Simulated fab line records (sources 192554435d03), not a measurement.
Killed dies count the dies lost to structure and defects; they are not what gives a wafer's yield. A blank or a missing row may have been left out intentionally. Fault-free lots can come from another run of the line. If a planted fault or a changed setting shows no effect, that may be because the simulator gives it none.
A lot that was struck, set against a sound lot | flow n5 finfet | 22 steps out of a route of 1938
Sound: wafers L525.1, L525.2, L525.4. Struck: wafers L540.1, L540.2, L540.3. The cause is given at the end.
Order at every step that has rows: each side's tool, ch and its chambers, its first start. Under that, the readings that differ: sound wafers | struck wafers | difference of the means | sigmas: that difference in standard deviations of wafers without a fault.
alike: readings with means less than 2 such deviations apart, plus words and numbers identical on both sides. not compared: withheld readings, readings lacking a value on some wafer, bounds such as >300 that could conceal the same value, and numbers that have no deviation in the record and whose values overlap.
A row with sigmas, a row that says differs or no value, or rows on one side alone: a step with any of these is where the two part. Non-overlapping numbers with no deviation appear without sigmas and do not part them. A reading missing from all wafers of one side parts the sides only when that side holds two or more wafers.

N5_ZERO_LAYER_CD_MEAS_11: target cd 2000 nm.
  sound on cd sem-02 ch 0, day 2 12:38; struck on cd sem-03 ch 0, day 6 06:50
  alike: cd nm
N5_ZERO_LAYER_DESCUM_16: chemistry O2, time 7.9 s.
  sound on rie diel-05 ch 0,1,2, day 2 12:41; struck on rie diel-06 ch 0,1,2, day 6 07:22
  alike: drypump motor current A, o2 flow sccm, oes product au, rf vpp V, showerhead plenum p Torr, throttle valve pct
  not compared: rf hours counter h
N5_ZERO_LAYER_ETCH_17: etches SiO2 in CF4, target depth 12 nm, time 13.3 s.
  sound on rie diel-05 ch 0,1,2, day 2 12:43; struck on rie diel-06 ch 0,1,2, day 6 07:24
  alike: cf4 flow sccm, drypump motor current A, oes product au, rf vpp V, showerhead plenum p Torr, throttle valve pct
  not compared: rf hours counter h
N5_ZERO_LAYER_ETCH_18: etches Si in HBr/Cl2, target depth 120 nm, time 40 s.
  sound on rie si-01 ch 0,2,3, day 2 12:47; struck on rie si-03 ch 0,1,2, day 6 07:28
  reading                | sound  | struck    | difference | sigmas
  rf hours counter h (h) | 0 28 3 | 188 31 91 | +93        |
  alike: HBr_flow_sccm, drypump motor current A, he backside leak sccm, oes product au, throttle valve pct
N5_ZERO_LAYER_STRIP_24: strips in O2.
  sound on plasma asher-02 ch 0,1, day 2 12:53; struck on plasma asher-01 ch 0,1, day 6 07:34
  alike: drypump motor current A, heater power w, o2 flow sccm, oes product au, strip time to endpoint s
  not compared: rf hours counter h
then, 1 step without rows for these wafers: N5_ZERO_LAYER_STRIP_19 (strips in SPM, time 900 s).
N5_ZERO_LAYER_INSPECT_20: inspects for defects (darkfield).
  sound on defect inspect-01, day 2 13:15; struck on defect inspect-02, day 6 07:56
  reading          | sound    | struck   | difference | sigmas
  raw defect count | 54 97 89 | 37 58 19 | -42        | -2
then, 5 steps without rows for these wafers: N5_WELL_APT_HMDS_01 (time 60 s); N5_WELL_APT_COAT_02 (resist thk 950 nm); N5_WELL_APT_EBR_04; N5_WELL_APT_SOFTBAKE_03 (time 60 s); N5_WELL_APT_EXPOSE_05 (exposes mask NWELL, defocus 0 nm, target cd 200 nm).
N5_WELL_APT_PEB_06: peb time 90 s.
  sound on litho track-01 ch 0, day 2 13:28; struck on litho track-01 ch 0, day 6 08:15
  reading                  | sound                | struck               | difference | sigmas
  heater power total W (W) | 170.9 173.7 172.9    | 167.9 166.9 166.5    | -5.4       | -7
  plate temp C (C)         | 129.96 130.03 130.03 | 127.28 127.37 127.35 | -2.67      | -17
then, 2 steps without rows for these wafers: N5_WELL_APT_DEVELOP_07 (develop time 45 s); N5_WELL_APT_HARDBAKE_12 (time 120 s).
N5_WELL_APT_CD_MEAS_08: target cd 200 nm.
  sound on cd sem-02 ch 0, day 2 13:34; struck on cd sem-01 ch 0, day 6 08:22
  reading    | sound             | struck            | difference | sigmas
  cd nm (nm) | 197.2 197.1 197.4 | 183.9 182.4 184.1 | -13.8      | -6
N5_WELL_APT_OVL_MEAS_09:
  sound on overlay-02 ch 0, day 2 13:36; struck on overlay-01 ch 0, day 6 08:23
  alike: NWELL_OVL
N5_WELL_APT_INSPECT_10: inspects for defects (macro).
  sound on defect inspect-02, day 2 13:38; struck on defect inspect-01, day 6 08:25
  alike: raw defect count
N5_WELL_APT_DESCUM_13: chemistry O2, time 7.9 s.
  sound on rie diel-03 ch 1,2,3, day 2 13:45; struck on rie diel-03 ch 1,2,3, day 6 08:27
  reading                   | sound             | struck            | difference | sigmas
  model.WELL_APT.cd nm (nm) | 197.1 197.6 197.7 | 183.6 182.4 184.2 | -14.1      |
  alike: drypump motor current A, o2 flow sccm, oes product au, rf vpp V, showerhead plenum p Torr, throttle valve pct
  not compared: rf hours counter h
after that, 1 step had no rows for these wafers: N5_WELL_APT_IMPLANT_14.
-- record jumps: 7 days separate the struck wafers' starts on either side; left off in module WELL_APT, taken up again in module BEOL_M4, whose first shown step is the route's number 1111 --
N5_BEOL_M4_RC_MEAS_101:
  sound on prober-01 ch 0, day 9 05:13; struck on prober-01 ch 0, day 12 21:03
  alike: DIBL_N, DIBL_P, IOFF_N, IOFF_P, ION_N, ION_P, SS_N, SS_P, VT_N, VT_P
-- the record jumps here: 5 days lie between the struck wafers' starts before and after (it left off in module BEOL_M4 and takes up again in module PASSIVATION, whose first step shown is number 1936 of the route) --
N5_PASSIVATION_PROBE_49:
  only the struck wafers here have rows in the record (prober-01, day 17 20:38); the sound ones have none

== WHERE THEY PART ==
At N5_ZERO_LAYER_INSPECT_20 first; at N5_PASSIVATION_PROBE_49 last (within this record only).

WHY: the cause the simulator had injected
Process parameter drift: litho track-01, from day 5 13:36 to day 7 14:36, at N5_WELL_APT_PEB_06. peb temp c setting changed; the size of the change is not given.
